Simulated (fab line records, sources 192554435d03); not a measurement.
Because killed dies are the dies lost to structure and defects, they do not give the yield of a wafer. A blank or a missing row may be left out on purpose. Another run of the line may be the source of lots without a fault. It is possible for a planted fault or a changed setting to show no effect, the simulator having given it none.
Chamber matching ; flow n5-finfet ; ald-sin-01 running N5_BEOL_M1_ALD_98: 4 sister chambers
The step deposits SiO2, target thk 2.5 nm, pulse time 1 s, co reactant pulse time 1 s. 4 wafers are shown with their chamber, then 10 later ones without.

EACH WAFER AND ITS CHAMBER
wafer;chamber;heater-power-w (W)
L084.5;2;94
L092.2;0;88
L093.3;1;75
L093.5;3;82

WAFERS WITHOUT THEIR CHAMBER
wafer;heater-power-w (W)
L093.6;93
L094.2;76
L094.3;93
L094.5;75
L095.1;94
L095.4;75
L095.6;83
L097.3;81
L097.5;74
L097.6;94

CHAMBER TAKEN BY EACH
wafer;from the rows above;in truth
L093.6;2;2
L094.2;1;1
L094.3;2;2
L094.5;1;1
L095.1;2;2
L095.4;1;1
L095.6;3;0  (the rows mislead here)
L097.3;3;3
L097.5;1;1
L097.6;2;2
9 of 10 placed correctly. Can't be placed from these rows: 0. 1 placed wrongly.
How it was worked out, from the rows above alone: a wafer's distance from a chamber is the root of the sum, over the readings, of the square of ((its reading less the chamber's mean) divided by the reading's scatter). The wafer belongs to the nearest chamber; if the next one is less than 2 further off, it can't be placed. Each chamber's mean is taken over the wafers shown for it. The scatter (one wafer shown for each chamber): square how far every hidden wafer sits from the nearest shown wafer, average those squares and take the square root.
